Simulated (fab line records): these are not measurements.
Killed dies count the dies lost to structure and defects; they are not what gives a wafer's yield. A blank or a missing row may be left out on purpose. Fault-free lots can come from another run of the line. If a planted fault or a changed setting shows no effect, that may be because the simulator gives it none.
A lot that was struck, set against a sound lot    flow nand harc    14 out of 1302 route steps
Sound: wafers L302.1, L302.2, L302.6. Wafers L311.2, L311.4, L311.5 were the ones struck. The cause is given at the end.
For every step that has rows: the tool of each side, followed by ch and its chambers, followed by its first start. Under that, the readings that differ: sound wafers    struck wafers    difference of the means    sigmas: that difference in standard deviations of wafers without a fault.
alike: a reading whose means differ by less than 2 such deviations, as well as words and numbers matching on both sides. not compared: withheld readings; readings where some wafer has no value; bounds like >300 that might hide an equal value; numbers whose values overlap and for which the record gives no deviation.
Wherever a step has rows on one side only, a row that says differs or no value, or a row with sigmas, the two part there. Non-overlapping numbers with no deviation appear without sigmas and do not part them. A reading missing from all wafers of one side parts the sides only when that side holds two or more wafers.

first, 4 steps without rows for these wafers: NHARC_P_CONTACT_ETCH_35 (etches the open film in CF4, target depth 39 nm, time 65 s); NHARC_P_CONTACT_ETCH_36 (etches the open film in N2/H2, target depth 260 nm, time 406.25 s); NHARC_P_CONTACT_ETCH_18 (etches the open film in C4F8/O2/Ar, target depth 481 nm, time 240.5 s); NHARC_P_CONTACT_STRIP_37 (strips in C4F8/O2/Ar).
NHARC_P_CONTACT_ETCH_31: etches the open film in CH3F/O2, target depth 30 nm, time 85.7 s.
  sound: rie diel-12 ch 1,2; struck: rie diel-02 ch 1,2,3
  alike: chamber pressure mTorr, drypump motor current A, oes product au, rf vpp V, showerhead plenum p Torr, throttle valve pct
  not compared: rf hours counter h
NHARC_P_CONTACT_CD_MEAS_19:
  sound: cd sem-03 at day 6 03:04; struck: cd sem-03 at day 9 12:23
  alike: cd nm
NHARC_P_CONTACT_STRIP_28: strips in O2.
  sound on rie diel-02 ch 0,2,3, day 6 03:10; struck on rie diel-12 ch 1,2, day 9 12:28
  alike: chamber pressure mTorr, drypump motor current A, oes product au, rf vpp V, showerhead plenum p Torr, throttle valve pct
  not compared: rf hours counter h
then, 1 step without rows for these wafers: NHARC_P_CONTACT_STRIP_29 (strips in post etch residue remover, time 1200 s).
NHARC_P_CONTACT_DEGAS_38: time 60 s.
  sound: pvd sputter-02 at day 6 03:47; struck: pvd sputter-01 at day 9 13:07
  alike: heater power w
then, 1 step without rows for these wafers: NHARC_P_CONTACT_PRE_CLEAN_39 (time 19.5 s).
NHARC_P_CONTACT_PVD_32: deposits Ti, target thk 5 nm, time 17.7 s.
  sound on pvd sputter-02; struck on pvd sputter-01
  alike: throttle valve pct
NHARC_P_CONTACT_ALD_22: deposits TiN, target thk 3 nm, pulse time 1 s, ald cycles 150.
  sound on ald metal-02 ch 1,2, day 6 04:01; struck on ald metal-01 ch 2,3, day 9 13:22
  alike: heater power w, precursor pulse height rel
NHARC_P_CONTACT_CVD_23: deposits W, target thk 200 nm, time 557 s.
  sound on cvd w-02 ch 0,1, day 6 04:13; struck on cvd w-01 ch 0,1, day 9 14:26
  alike: heater power w, throttle valve pct
NHARC_P_CONTACT_CMP_24: polishes, t overpolish 30 s, target thk 200 nm.
  sound on cmp-02 ch 0,1,3, day 6 04:55; struck on cmp-02 ch 0,1,2, day 9 15:17
reading                 sound     struck    difference  sigmas
time to endpoint s (s)  37 41 36  78 73 77  +38         +13
  alike: motor current A, overpolish run s

WHERE THEY PART
Within this record, at NHARC_P_CONTACT_CMP_24 only.

WHY: the cause the simulator had injected
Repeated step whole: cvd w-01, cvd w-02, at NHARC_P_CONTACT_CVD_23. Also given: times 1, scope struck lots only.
